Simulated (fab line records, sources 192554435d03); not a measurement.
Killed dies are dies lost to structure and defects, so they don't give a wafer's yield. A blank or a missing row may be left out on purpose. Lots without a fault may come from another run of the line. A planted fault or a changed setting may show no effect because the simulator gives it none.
One fault seen from 2 desks | flow n5_finfet | each desk has only its own numbers; what lay behind them comes last

THE TOOL OWNER'S DESK: rie_diel-01
The tool's own readings at N5_BEOL_M10_ETCH_62 (etches SOC in N2/H2, target depth 110 nm, overetch 22 nm, time 165 s): means of the sampled wafers that have a number, for each lot that ran on this tool. A lot is out of limits, marked OUT, if its mean lies more than 4 standard deviations from the usual mean; the brackets give that distance.
Columns: A = drypump_motor_current_A at N5_BEOL_M10_ETCH_62, usual 5.9 A; B = oes_product_au at N5_BEOL_M10_ETCH_62, usual 0.68 a.u.; C = rf_vpp_V at N5_BEOL_M10_ETCH_62, usual 524.3 V; D = showerhead_plenum_p_Torr at N5_BEOL_M10_ETCH_62, usual 2.56 Torr; E = throttle_valve_pct at N5_BEOL_M10_ETCH_62, usual 17.93 %
lot  | first seen here | A   | B    | C     | D    | E
L576 | day 9 17:20     | 6.1 | 0.67 | 523.8 | 2.56 | 18.02
L581 | day 11 09:43    | 5.4 | 0.67 | 523.2 | 2.53 | 18.04
L584 | day 12 00:38    | 5.7 | 0.62 | 523.9 | 2.56 | 18.16
L586 | day 12 23:39    | 5.8 | 0.64 | 523.5 | 2.51 | 17.93
L597 | day 16 04:13    | 5.4 | 0.63 | 523.0 | 2.51 | 18.11
L599 | day 16 16:20    | 6.0 | 0.65 | 523.1 | 2.51 | 17.93
This desk's finding: nothing out of limits on any of the 6 lots.

THE METROLOGY DESK
What the gauges read, lot by lot, whatever tool the lot ran on: means of the sampled wafers that have a number. A lot is out of limits, marked OUT, if its mean lies more than 4 standard deviations from the usual mean; the brackets give that distance. Of its 12 readings 7 are shown: those that lie furthest out on some lot.
Columns: A = DIBL_N at N5_BEOL_M4_RC_MEAS_101, usual 36.3 mV/V; B = DIBL_P at N5_BEOL_M4_RC_MEAS_101, usual 36.4 mV/V; C = IOFF_N at N5_BEOL_M4_RC_MEAS_101, usual 0.163 nA/um; D = ION_N at N5_BEOL_M4_RC_MEAS_101, usual 673 uA/um; E = SS_N at N5_BEOL_M4_RC_MEAS_101, usual 71.5 mV/dec; F = SS_P at N5_BEOL_M4_RC_MEAS_101, usual 73.4 mV/dec; G = VT_N at N5_BEOL_M4_RC_MEAS_101, usual 249.4 mV
lot  | first seen here | A    | B    | C     | D   | E    | F    | G
L576 | day 7 17:46     | 38.7 | 37.2 | 0.181 | 676 | 72.2 | 74.5 | 250.6
L581 | day 9 01:55     | 37.5 | 38.4 | 0.205 | 685 | 71.2 | 74.1 | 244.6
L584 | day 9 23:45     | 36.7 | 37.2 | 0.165 | 670 | 71.3 | 74.2 | 250.3
L586 | day 10 16:11    | 37.9 | 38.2 | 0.181 | 675 | 72.1 | 73.4 | 247.8
L592 | day 12 11:41    | 36.9 | 37.9 | 0.172 | 677 | 71.1 | 73.5 | 249.2
L593 | day 12 14:19    | 36.6 | 36.6 | 0.177 | 676 | 71.8 | 73.3 | 248.4
L597 | day 13 17:51    | 35.7 | 35.9 | 0.156 | 675 | 71.3 | 72.7 | 248.9
L599 | day 13 22:26    | 34.9 | 34.1 | 0.129 | 668 | 70.6 | 72.5 | 251.9
This desk's finding: nothing out of limits on any of the 8 lots.

PUT TOGETHER
The tool owner's desk saw nothing out of limits.
The metrology desk saw nothing out of limits.

WHAT THE SIMULATOR HAD PUT IN
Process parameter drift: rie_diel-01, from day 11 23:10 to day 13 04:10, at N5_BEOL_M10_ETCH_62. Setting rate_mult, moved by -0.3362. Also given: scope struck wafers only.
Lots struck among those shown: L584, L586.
